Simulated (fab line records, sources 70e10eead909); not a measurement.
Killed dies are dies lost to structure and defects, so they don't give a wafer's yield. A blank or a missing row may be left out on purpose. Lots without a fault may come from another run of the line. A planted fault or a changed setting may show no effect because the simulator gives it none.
A struck lot beside a sound one | flow nand_harc | 13 steps out of a route of 1302
Sound: wafers L547.1, L547.4, L547.6. Struck: wafers L536.2, L536.3, L536.5. The cause comes at the end.
At each step with rows: each side's tool, then ch and its chambers, then its first start. Under that, the readings that differ: sound wafers | struck wafers | difference of the means | sigmas: that difference in standard deviations of wafers without a fault.
alike: readings whose means differ by less than 2 such deviations, and words and numbers that are the same on both sides. not compared: withheld readings, readings that some wafer has no value for, bounds like >300 that may hide the same value, and numbers for which the record gives no deviation and whose values overlap.
The two part at a step that has a row with sigmas, a row that says differs or no value, or rows on one side only. Numbers that don't overlap but have no deviation are shown without sigmas and don't part them. A reading that every wafer of one side lacks parts them only if that side has two wafers or more.

NHARC_P_M0_PRE_CLEAN_29: time 30 s.
  sound on pvd_sputter-03; struck on pvd_sputter-02
  alike: heater_power_w
then, 1 step without rows for these wafers: NHARC_P_M0_PVD_20 (deposits TaN, target thk 5 nm, time 8.06 s).
NHARC_P_M0_PVD_21: deposits Cu, target thk 30 nm, time 20.49 s.
  sound on pvd_sputter-03; struck on pvd_sputter-02
  alike: throttle_valve_pct
then, 1 step without rows for these wafers: NHARC_P_M0_ECD_22 (material Cu, target thk 400 nm).
NHARC_P_M0_ANNEAL_30: time 90 s.
  sound on rtp_anneal-01 ch 0, day 13 16:54; struck on rtp_anneal-02 ch 0, day 8 23:58
  alike: wafer_temp_C_max
NHARC_P_M0_CMP_23: polishes, t overpolish 20 s, target thk 117.54 nm.
  sound on cmp-02 ch 0,1, day 13 17:15; struck on cmp-03 ch 1,3, day 9 00:15
  alike: motor_current_A, time_to_endpoint_s
NHARC_P_M0_THK_MEAS_24: measures by xrf.
  sound on film_metro-01, day 13 17:34; struck on film_metro-01, day 9 00:34
  alike: thk_nm
then, 1 step without rows for these wafers: NHARC_P_M0_SRD_25.
NHARC_P_M0_INSPECT_27:
  sound on defect_inspect-02, day 13 17:43; struck on defect_inspect-02, day 9 00:44
  alike: raw_defect_count
then, 1 step without rows for these wafers: NHARC_P_M0_PRE_CLEAN_31 (time 12 s).
NHARC_P_M0_DEP_32: deposits SiCN, target thk 30 nm.
  sound on pecvd-01 ch 1,2, day 13 17:57; struck on pecvd-02 ch 0,1, day 9 01:01
  alike: chamber_pressure_Torr, heater_power_outer_w, heater_power_w
NHARC_P_M1_DEP_00: deposits SiOC, target thk 182.5 nm.
  sound on pecvd-03 ch 0,1, day 13 18:17; struck on pecvd-02 ch 1,2, day 9 01:22
  no value came back on the struck wafers for chamber_pressure_Torr (Torr), rf_fwd_power_W (W); on the sound wafers chamber_pressure_Torr (Torr) reads 5.013 5.017 5.015
then, 1 step without rows for these wafers: NHARC_P_M1_DEHYDRATE_01 (time 120 s).

WHERE THEY PART
Only at NHARC_P_M1_DEP_00, within this record.

WHY: what the simulator had put in
Skipped step whole: pecvd-02, from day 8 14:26 on, at NHARC_P_M1_DEP_00. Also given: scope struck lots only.
